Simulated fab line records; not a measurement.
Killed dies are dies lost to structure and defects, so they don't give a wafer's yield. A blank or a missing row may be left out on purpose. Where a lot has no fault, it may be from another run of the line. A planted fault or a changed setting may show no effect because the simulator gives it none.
The tool behind it: which one? ; flow n5 finfet ; 11 lots, 31 wafers sampled, at 5 steps of a route of 1938

## WHAT EACH GAUGE READ, for each wafer
N5_BEOL_M10_RS_MEAS_57: measures by four-point-probe.
lot;measured;on;M10_RS (ohm/sq)
L466;day 10 19:19;film metro-02;0.146 0.150
L467;day 11 00:07;film metro-01;0.149 0.156 0.146
L471;day 12 00:13;film metro-02;0.151 0.147 0.153
L470;day 12 01:02;film metro-01;0.159 0.153 0.159
L472;day 12 01:19;film metro-02;0.155 0.149
L481;day 14 00:58;film metro-01;0.144 0.157 0.157
L482;day 14 16:06;film metro-02;0.151 0.149 0.157
L483;day 14 15:31;film metro-01;0.147 0.149 0.142
L486;day 15 12:57;film metro-02;0.150 0.153 0.148
L488;day 15 21:05;film metro-02;0.151 0.154 0.156
L489;day 16 06:17;film metro-01;0.151 0.153 0.150

N5_BEOL_M11_THK_MEAS_01.
lot;measured;on;M11_ILD_THK (nm)
L466;day 10 19:58;film metro-01;266 268
L467;day 11 00:46;film metro-02;268 272 271
L471;day 12 00:53;film metro-01;192 267 268
L470;day 12 01:41;film metro-02;269 273 266
L472;day 12 01:58;film metro-01;193 270
L481;day 14 01:39;film metro-02;269 273 276
L482;day 14 16:45;film metro-02;264 266 273
L483;day 14 16:12;film metro-01;268 271 272
L486;day 15 13:36;film metro-01;264 266 268
L488;day 15 21:44;film metro-01;267 262 268
L489;day 16 07:14;film metro-02;271 274 277

## EACH LOT AND THE TOOL THAT RAN IT (in order: tool; ch and the chambers of the sampled wafers; start)
lot;N5_BEOL_M10_TRENCH_ETCH_37;N5_BEOL_M10_DEGAS_44;N5_BEOL_M11_ILD_DEP_00
L466;rie diel-01 ch 2, day 10 17:04 or earlier;pvd sputter-03, day 10 17:04;pecvd-04 ch 1, day 10 19:22
L467;rie diel-03 ch 0,3, day 10 20:38 or earlier;pvd sputter-03, day 10 20:38;pecvd-02 ch 0,1, day 11 00:10
L471;rie diel-01 ch 0,2,3, day 11 22:35 or earlier;pvd sputter-03, day 11 22:35;pecvd-04 ch 0,2, day 12 00:17
L470;rie diel-03 ch 0,1,2, day 11 23:09 or earlier;pvd sputter-02, day 11 23:09;pecvd-02 ch 0,1,2, day 12 01:06
L472;rie diel-01 ch 2,3, day 11 23:23 or earlier;pvd sputter-02, day 11 23:23;pecvd-04 ch 1,2, day 12 01:22
L481;rie diel-01 ch 1,3, day 13 22:00 or earlier;pvd sputter-02, day 13 22:00;pecvd-01 ch 1,2, day 14 01:01
L482;rie diel-03 ch 1,2,3, day 14 13:40 or earlier;pvd sputter-01, day 14 13:40;pecvd-01 ch 0,1,2, day 14 16:10
L483;rie diel-01 ch 0,2,3, day 14 13:31 or earlier;pvd sputter-01, day 14 13:31;pecvd-02 ch 0, day 14 15:35
L486;rie diel-03 ch 1,2,3, day 15 11:09 or earlier;pvd sputter-02, day 15 11:09;pecvd-04 ch 1,2, day 15 13:01
L488;rie diel-03 ch 0,2,3, day 15 19:07 or earlier;pvd sputter-02, day 15 19:07;pecvd-04 ch 0,2, day 15 21:09
L489;rie diel-01 ch 0,1, day 16 04:13 or earlier;pvd sputter-01, day 16 04:13;pecvd-01 ch 0, day 16 06:20
- N5_BEOL_M10_TRENCH_ETCH_37: etches SiCOH lowk in C4F6/O2, target depth 148.83 nm, time 48 s.
- N5_BEOL_M10_DEGAS_44: time 60 s.
- N5_BEOL_M11_ILD_DEP_00: deposits SiCOH lowk from DEMS/porogen, target thk 308.51 nm, time 58 s.

## WHAT THE TOOLS THEMSELVES READ (means of the sampled wafers that have a number; where no wafer has one, the mark that the record gives instead)
N5_BEOL_M10_TRENCH_ETCH_37.
lot;tool;drypump motor current A (A);oes product au (a.u.);rf vpp V (V);showerhead plenum p Torr (Torr);throttle valve pct (%)
L466;rie diel-01;5.8;0.94;653;2.78;20.94
L467;rie diel-03;5.8;0.76;653;2.79;20.56
L471;rie diel-01;5.7;0.82;652;2.80;21.06
L470;rie diel-03;5.5;0.74;673;2.87;20.76
L472;rie diel-01;5.7;0.79;650;2.80;21.16
L481;rie diel-01;5.7;0.77;665;2.80;20.78
L482;rie diel-03;5.5;0.75;661;2.79;20.68
L483;rie diel-01;5.7;0.88;652;2.79;20.99
L486;rie diel-03;5.5;0.74;661;2.78;20.70
L488;rie diel-03;5.5;0.71;661;2.81;20.75
L489;rie diel-01;5.8;0.90;667;2.78;20.53

N5_BEOL_M10_DEGAS_44.
lot;tool;heater power w (W)
L466;pvd sputter-03;345
L467;pvd sputter-03;367
L471;pvd sputter-03;348
L470;pvd sputter-02;343
L472;pvd sputter-02;330
L481;pvd sputter-02;352
L482;pvd sputter-01;370
L483;pvd sputter-01;291
L486;pvd sputter-02;310
L488;pvd sputter-02;347
L489;pvd sputter-01;345

N5_BEOL_M11_ILD_DEP_00.
lot;tool;heater power w (W);run length s (s);showerhead plenum p Torr (Torr);throttle valve pct (%)
L466;pecvd-04;380;100.2;5.752;13.9
L467;pecvd-02;383;101.7;5.745;13.7
L471;pecvd-04;312;95.9;5.746;14.0
L470;pecvd-02;339;100.7;5.753;14.1
L472;pecvd-04;292;92.5;5.747;13.8
L481;pecvd-01;310;101.0;5.732;13.0
L482;pecvd-01;300;100.8;5.742;13.5
L483;pecvd-02;410;101.0;5.740;15.0
L486;pecvd-04;346;100.4;5.747;13.9
L488;pecvd-04;296;100.8;5.747;14.4
L489;pecvd-01;233;100.8;5.747;14.5

## THE ANSWER, worked out from the rows above alone
Rule: usual is defined by the lots themselves. Put in order of their means at a reading, lots are off if they are a third of the lots or fewer, leave a main group of 4 or more, and stand apart from it by a gap of 3 or more times the standard deviation of the main group's means; of several such gaps the widest counts. The tables above print the reading to a certain number of digits; a main group whose means all agree to those digits is not used. A lot without any number at a reading at which 4 lots or more have one is off too. The other lots that the step has rows for count as sound. First the gauges in route order, then the tools' own readings, where a lot's mean is used as printed above. The first step at which some lot is off is used, and at that step the reading that is off furthest; a lot without a number counts as furthest.
Off: L471, L472, at N5_BEOL_M11_THK_MEAS_01 (M11_ILD_THK). For the main group the mean is 269 nm and the standard deviation 2.7.
A tool fits if, at a process step before that reading, it ran every lot that is off, and no sound lot after the first of them. Not tried: the gauges at N5_BEOL_M11_THK_MEAS_01; whatever is off there is also off at N5_BEOL_M11_ILD_DEP_00, on other tools, and gauge error can't account for it. N5_BEOL_M10_TRENCH_ETCH_37: start missing for some lots; hours and lot order therefore follow N5_BEOL_M10_DEGAS_44. No candidate that was tried fits.

## WHAT THE SIMULATOR PUT IN
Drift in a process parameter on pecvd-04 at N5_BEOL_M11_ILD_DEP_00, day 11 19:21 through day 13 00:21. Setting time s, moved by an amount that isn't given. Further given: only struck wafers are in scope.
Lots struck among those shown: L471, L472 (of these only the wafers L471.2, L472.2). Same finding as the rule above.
